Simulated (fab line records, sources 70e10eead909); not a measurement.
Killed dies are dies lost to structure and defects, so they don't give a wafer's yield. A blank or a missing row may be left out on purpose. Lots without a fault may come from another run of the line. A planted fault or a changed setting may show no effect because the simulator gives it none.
Problem report in the 8D (eight disciplines) form, filled by code | flow nand_harc | the parts of the form that need people (team, actions taken, sign-off) are left out

1. THE PROBLEM
run_length_s at NHARC_A_STAIRCASE_TRIM_235 reads a mean of 292.1 s on 4 wafers of 2 lots; wafers without a fault read 232.5 s with a standard deviation of 0.46. That is +99 or more standard deviations from the usual mean.
The step: chemistry O2, time 211.2 s.
First seen on wafer L342.2, day 23 07:40, on rie_diel-09. The record holds 42 wafers of 14 lots with a number at this step. Rule for "out", or "out of limits": more than 4 standard deviations from the usual mean. The other wafers with a number count as sound.

2. WHAT IT IS AND WHAT IT IS NOT
question                    | is                             | is not
which readings at this step | run_length_s                   | drypump_motor_current_A, oes_product_au, rf_vpp_V, showerhead_plenum_p_Torr, throttle_valve_pct
which lots                  | L342, L343                     | L326, L327, L328, L329, L330, L331, L333, L334, L335, L344, L346, L348
which wafers of those lots  | L342.2, L342.5, L342.6, L343.2 | L343.1, L343.3
read on which tools         | rie_diel-09                    | rie_diel-03, rie_diel-10
when                        | from day 23 07:40              | up to then (27 sound wafers); but 11 sound wafers of L343, L344, L346, L348 came after

3. SUSPECTS, AND WHAT RULES EACH OUT
Counting: a tool at a process step up to the reading stays a suspect if it ran every lot that is out. Sound lots after the first of them don't rule it out here, since some wafers of a struck lot are sound.
- rie_diel-09 at NHARC_A_STAIRCASE_TRIM_235 (chemistry O2, time 211.2 s): kept. It ran every lot that is out, first L342 (day 23 07:40); its last sound lot up to then is L333 (day 18 23:16). Its own readings are out on those wafers: run_length_s.
Left after counting: rie_diel-09 at NHARC_A_STAIRCASE_TRIM_235.

4. THE CAUSE (what the simulator had put in)
Process parameter drift: rie_diel-09, from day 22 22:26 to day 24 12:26, at NHARC_A_STAIRCASE_TRIM_235. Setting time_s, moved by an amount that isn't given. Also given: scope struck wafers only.
Counting left only this tool.

5. THE CHAIN OF EFFECTS, in route order
Each row: a reading whose mean over the struck wafers that have a number lies more than 3 standard deviations from the usual. Only readings for which the record gives a usual standard deviation are gone through. hours: the time from each lot's start at the first step in this table that gives one to its start at this step, as a median over the lots. sigmas: the change in usual standard deviations.
hours | step                       | reading      | usual   | on struck wafers | change | sigmas
0     | NHARC_A_STAIRCASE_TRIM_235 | run_length_s | 232.5 s | 292.1            | +59.6  | +99 or more
The process steps in it:
- NHARC_A_STAIRCASE_TRIM_235: chemistry O2, time 211.2 s.

6. WHAT WOULD HAVE CAUGHT IT SOONER
In this record the first reading out of limits was taken at day 23 07:40, 9 hours after the fault began at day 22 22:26.
